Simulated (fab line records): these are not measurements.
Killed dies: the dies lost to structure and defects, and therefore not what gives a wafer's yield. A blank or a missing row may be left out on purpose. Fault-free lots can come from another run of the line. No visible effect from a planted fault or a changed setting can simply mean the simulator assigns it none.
Matching of chambers :: flow n5-finfet :: N5_BEOL_M2_STRIP_36 on rie-diel-06: 4 sister chambers
The step strips in N2/H2. 22 wafers are shown with their chamber, then 11 later ones without.

== WAFERS PAIRED WITH THEIR CHAMBERS ==
wafer: L074.1
chamber: 1
drypump-motor-current-A (A): 6.2
showerhead-plenum-p-Torr (Torr): 2.49
throttle-valve-pct (%): 23.8

wafer: L074.3
chamber: 2
drypump-motor-current-A (A): 5.5
showerhead-plenum-p-Torr (Torr): 2.56
throttle-valve-pct (%): 24.3

wafer: L074.6
chamber: 2
drypump-motor-current-A (A): 5.5
showerhead-plenum-p-Torr (Torr): 2.56
throttle-valve-pct (%): 24.3

wafer: L081.2
chamber: 0
drypump-motor-current-A (A): 5.7
showerhead-plenum-p-Torr (Torr): 2.51
throttle-valve-pct (%): 23.7

wafer: L081.3
chamber: 1
drypump-motor-current-A (A): 6.1
showerhead-plenum-p-Torr (Torr): 2.48
throttle-valve-pct (%): 23.8

wafer: L081.6
chamber: 3
drypump-motor-current-A (A): 5.5
showerhead-plenum-p-Torr (Torr): 2.47
throttle-valve-pct (%): 23.5

wafer: L082.3
chamber: 3
drypump-motor-current-A (A): 5.5
showerhead-plenum-p-Torr (Torr): 2.47
throttle-valve-pct (%): 23.5

wafer: L082.5
chamber: 1
drypump-motor-current-A (A): 6.2
showerhead-plenum-p-Torr (Torr): 2.48
throttle-valve-pct (%): 23.8

wafer: L082.6
chamber: 3
drypump-motor-current-A (A): 5.5
showerhead-plenum-p-Torr (Torr): 2.47
throttle-valve-pct (%): 23.6

wafer: L083.1
chamber: 2
drypump-motor-current-A (A): 5.5
showerhead-plenum-p-Torr (Torr): 2.55
throttle-valve-pct (%): 24.3

wafer: L083.2
chamber: 3
drypump-motor-current-A (A): 5.5
showerhead-plenum-p-Torr (Torr): 2.46
throttle-valve-pct (%): 23.6

wafer: L083.3
chamber: 1
drypump-motor-current-A (A): 6.2
showerhead-plenum-p-Torr (Torr): 2.48
throttle-valve-pct (%): 23.8

wafer: L083.4
chamber: 0
drypump-motor-current-A (A): 5.7
showerhead-plenum-p-Torr (Torr): 2.51
throttle-valve-pct (%): 23.5

wafer: L083.5
chamber: 1
drypump-motor-current-A (A): 6.2
showerhead-plenum-p-Torr (Torr): 2.48
throttle-valve-pct (%): 23.8

wafer: L083.6
chamber: 0
drypump-motor-current-A (A): 5.7
showerhead-plenum-p-Torr (Torr): 2.51
throttle-valve-pct (%): 23.4

wafer: L088.1
chamber: 1
drypump-motor-current-A (A): 6.2
showerhead-plenum-p-Torr (Torr): 2.47
throttle-valve-pct (%): 23.8

wafer: L088.2
chamber: 0
drypump-motor-current-A (A): 5.7
showerhead-plenum-p-Torr (Torr): 2.51
throttle-valve-pct (%): 23.5

wafer: L088.3
chamber: 3
drypump-motor-current-A (A): 5.5
showerhead-plenum-p-Torr (Torr): 2.46
throttle-valve-pct (%): 23.6

wafer: L088.4
chamber: 2
drypump-motor-current-A (A): 5.5
showerhead-plenum-p-Torr (Torr): 2.55
throttle-valve-pct (%): 24.3

wafer: L088.5
chamber: 1
drypump-motor-current-A (A): 6.2
showerhead-plenum-p-Torr (Torr): 2.47
throttle-valve-pct (%): 23.8

wafer: L088.6
chamber: 2
drypump-motor-current-A (A): 5.5
showerhead-plenum-p-Torr (Torr): 2.55
throttle-valve-pct (%): 24.4

wafer: L091.2
chamber: 3
drypump-motor-current-A (A): 5.5
showerhead-plenum-p-Torr (Torr): 2.46
throttle-valve-pct (%): 23.6

SIGNATURES (means of the wafers above)
reading: drypump-motor-current-A
chamber 0: 5.700
chamber 1: 6.186
chamber 2: 5.500
chamber 3: 5.500
scatter within a chamber: 0.0218

reading: showerhead-plenum-p-Torr
chamber 0: 2.5100
chamber 1: 2.4786
chamber 2: 2.5540
chamber 3: 2.4650
scatter within a chamber: 0.00556

reading: throttle-valve-pct
chamber 0: 23.525
chamber 1: 23.800
chamber 2: 24.320
chamber 3: 23.567
scatter within a chamber: 0.0618
Rule: for each reading, subtract the chamber's mean from the wafer's reading, divide by that reading's scatter and square the result; add these up over the readings and take the root, which gives the wafer's distance from the chamber. The wafer belongs to the nearest chamber; if the next one is less than 2 further off, it can't be placed. How the scatter is found: for the shown wafers, subtract from each reading the mean of its chamber, square and add these, divide the total by (wafers less chambers), then take the root.

== WAFERS MISSING THEIR CHAMBER ==
wafer: L091.4
drypump-motor-current-A (A): 5.7
showerhead-plenum-p-Torr (Torr): 2.50
throttle-valve-pct (%): 23.5

wafer: L091.6
drypump-motor-current-A (A): 6.2
showerhead-plenum-p-Torr (Torr): 2.47
throttle-valve-pct (%): 23.8

wafer: L094.1
drypump-motor-current-A (A): 6.2
showerhead-plenum-p-Torr (Torr): 2.47
throttle-valve-pct (%): 23.8

wafer: L094.4
drypump-motor-current-A (A): 5.5
showerhead-plenum-p-Torr (Torr): 2.45
throttle-valve-pct (%): 23.6

wafer: L094.5
drypump-motor-current-A (A): 6.2
showerhead-plenum-p-Torr (Torr): 2.47
throttle-valve-pct (%): 23.8

wafer: L095.2
drypump-motor-current-A (A): 5.5
showerhead-plenum-p-Torr (Torr): 2.54
throttle-valve-pct (%): 24.3

wafer: L095.5
drypump-motor-current-A (A): 5.5
showerhead-plenum-p-Torr (Torr): 2.54
throttle-valve-pct (%): 24.3

wafer: L095.6
drypump-motor-current-A (A): 5.5
showerhead-plenum-p-Torr (Torr): 2.45
throttle-valve-pct (%): 23.6

wafer: L097.3
drypump-motor-current-A (A): 5.5
showerhead-plenum-p-Torr (Torr): 2.45
throttle-valve-pct (%): 23.6

wafer: L097.4
drypump-motor-current-A (A): 5.7
showerhead-plenum-p-Torr (Torr): 2.50
throttle-valve-pct (%): 23.5

wafer: L097.5
drypump-motor-current-A (A): 6.2
showerhead-plenum-p-Torr (Torr): 2.47
throttle-valve-pct (%): 23.8

== CHAMBER TAKEN BY EACH ==
wafer: L091.4
from the rows above: 0
in truth: 0

wafer: L091.6
from the rows above: 1
in truth: 1

wafer: L094.1
from the rows above: 1
in truth: 1

wafer: L094.4
from the rows above: 3
in truth: 3

wafer: L094.5
from the rows above: 1
in truth: 1

wafer: L095.2
from the rows above: 2
in truth: 2

wafer: L095.5
from the rows above: 2
in truth: 2

wafer: L095.6
from the rows above: 3
in truth: 3

wafer: L097.3
from the rows above: 3
in truth: 3

wafer: L097.4
from the rows above: 0
in truth: 0

wafer: L097.5
from the rows above: 1
in truth: 1
Correctly placed: 11 of 11. Left unplaced by these rows: 0. 0 placed wrongly.
